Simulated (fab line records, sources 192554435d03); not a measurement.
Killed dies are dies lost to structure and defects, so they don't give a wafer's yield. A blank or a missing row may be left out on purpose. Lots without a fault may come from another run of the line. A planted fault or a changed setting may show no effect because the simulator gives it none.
One fault seen from 2 desks | flow n5_finfet | each desk has only its own numbers; what lay behind them comes last

THE METROLOGY DESK
What the gauges read, lot by lot, whatever tool the lot ran on: means of the sampled wafers that have a number. A lot is out of limits, marked OUT, if its mean lies more than 4 standard deviations from the usual mean; the brackets give that distance.
Columns: A = cd_nm at N5_BEOL_M4_CD_MEAS_18, usual 18.0 nm; B = cd_nm at N5_BEOL_M4_CD_MEAS_28, usual 26.12 nm
lot  | first seen here | A    | B
L816 | day 7 11:39     | 18.2 | 26.11
L823 | day 9 07:56     | 18.0 | 25.89
L829 | day 10 20:58    | 17.9 | -
L830 | day 11 00:40    | 18.1 | -
L836 | day 12 13:07    | 18.1 | 26.47
L837 | day 12 16:28    | 17.9 | 26.12
This desk's finding: nothing out of limits on any of the 6 lots.

THE TOOL OWNER'S DESK: litho_track-01
The tool's own readings at N5_BEOL_M4_DEVELOP_27 (develop time 30 s): means of the sampled wafers that have a number, for each lot that ran on this tool. A lot is out of limits, marked OUT, if its mean lies more than 4 standard deviations from the usual mean; the brackets give that distance.
Columns: A = chill_plate_temp_C at N5_BEOL_M4_DEVELOP_27, usual 22.99 C
lot  | first seen here | A
L816 | day 7 12:02     | 23.06
This desk's finding: nothing out of limits on the one lot.

PUT TOGETHER
The metrology desk saw nothing out of limits.
The tool owner's desk saw nothing out of limits.

WHAT THE SIMULATOR HAD PUT IN
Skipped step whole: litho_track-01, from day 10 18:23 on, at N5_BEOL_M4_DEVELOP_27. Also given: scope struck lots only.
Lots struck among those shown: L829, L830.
